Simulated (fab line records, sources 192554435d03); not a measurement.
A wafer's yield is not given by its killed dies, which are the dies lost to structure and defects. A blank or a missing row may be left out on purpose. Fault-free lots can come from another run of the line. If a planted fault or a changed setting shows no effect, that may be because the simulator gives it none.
Chamber matching	flow n5Finfet	3 sister chambers for N5_GATE_CUT_HM_DEP_46 on pecvd-02
The step deposits SiO2 from TEOS/O2, target thk 130 nm, time 26.6 s. 3 wafers are shown with their chamber, then 10 later ones without.

== WAFERS WITH THEIR CHAMBER ==
wafer	chamber	throttleValvePct (%)
L082.4	1	18.4
L085.2	2	19.0
L085.5	0	18.1

== WAFERS MISSING THEIR CHAMBER ==
wafer	throttleValvePct (%)
L085.6	18.0
L086.1	19.1
L086.3	18.5
L086.5	18.0
L088.1	18.2
L088.3	18.3
L088.4	18.2
L097.3	18.5
L097.5	18.1
L097.6	18.9

== EACH ONE'S CHAMBER ==
wafer	from the rows above	in truth
L085.6	0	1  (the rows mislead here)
L086.1	2	2
L086.3	1	1
L086.5	0	0
L088.1	can't be placed: 0 or 1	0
L088.3	can't be placed: 1 or 0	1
L088.4	can't be placed: 0 or 1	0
L097.3	1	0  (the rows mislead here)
L097.5	0	0
L097.6	2	2
Correct placement for 5 of the 10. Can't be placed from these rows: 3 (the true chamber is among the candidates in 3). 2 placed wrongly.
How it was worked out, from the rows above alone: a wafer's distance from a chamber is the root of the sum, over the readings, of the square of ((its reading less the chamber's mean) divided by the reading's scatter). The wafer belongs to the nearest chamber; if the next one is less than 2 further off, it can't be placed. A chamber's mean is the mean of its shown wafers. The scatter (one wafer shown for each chamber): square how far every hidden wafer sits from the nearest shown wafer, average those squares and take the square root.
